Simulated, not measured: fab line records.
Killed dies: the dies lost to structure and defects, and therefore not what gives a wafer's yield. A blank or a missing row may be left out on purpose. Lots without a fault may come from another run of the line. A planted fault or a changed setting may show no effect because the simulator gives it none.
Matching of chambers ; flow nandHarc ; NHARC_A_STAIRCASE_CMP_450 on cmp-03: 4 sister chambers
The step polishes SiO2, target thk 200 nm. 18 wafers are shown with their chamber, then 9 later ones without.

WAFERS WITH THEIR CHAMBER
wafer;chamber;motorCurrentA (A)
L084.1;2;12.3
L084.4;0;13.8
L084.5;0;13.9
L084.2;1;12.2
L084.3;3;9.6
L084.6;1;12.2
L087.1;0;14.1
L087.3;1;11.9
L087.5;2;12.3
L088.2;1;11.9
L088.4;3;10.2
L088.6;1;11.9
L089.4;1;12.1
L089.5;3;10.2
L089.6;0;13.7
L090.2;3;9.9
L090.4;2;11.9
L090.6;1;11.6

SIGNATURES (means of the wafers above)
reading;chamber 0;chamber 1;chamber 2;chamber 3;scatter within a chamber
motorCurrentA;13.875;11.971;12.167;9.975;0.226
Rule: a wafer's distance from a chamber is the root of the sum, over the readings, of the square of ((its reading less the chamber's mean) divided by the reading's scatter). If the next closest chamber is less than 2 further off than the closest, the wafer can't be placed; otherwise it belongs to the closest. The scatter is the square root of a quotient: the sum, over the shown wafers, of each reading's squared deviation from its chamber's mean, divided by wafers minus chambers.

WAFERS WHOSE CHAMBER IS MISSING
wafer;motorCurrentA (A)
L093.1;14.2
L093.2;11.8
L093.3;10.1
L091.1;11.8
L091.3;13.5
L091.6;14.4
L094.3;12.5
L094.4;11.7
L094.6;10.2

WHICH CHAMBER EACH ONE RAN IN
wafer;from the rows above;in truth
L093.1;0;0
L093.2;can't be placed: 1 or 2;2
L093.3;3;3
L091.1;can't be placed: 1 or 2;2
L091.3;0;0
L091.6;0;0
L094.3;can't be placed: 2 or 1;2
L094.4;can't be placed: 1 or 2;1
L094.6;3;3
5 of 9 placed correctly. Cannot be placed on the basis of these rows: 4; the candidates contain the true chamber in 4. Placed wrongly: 0.
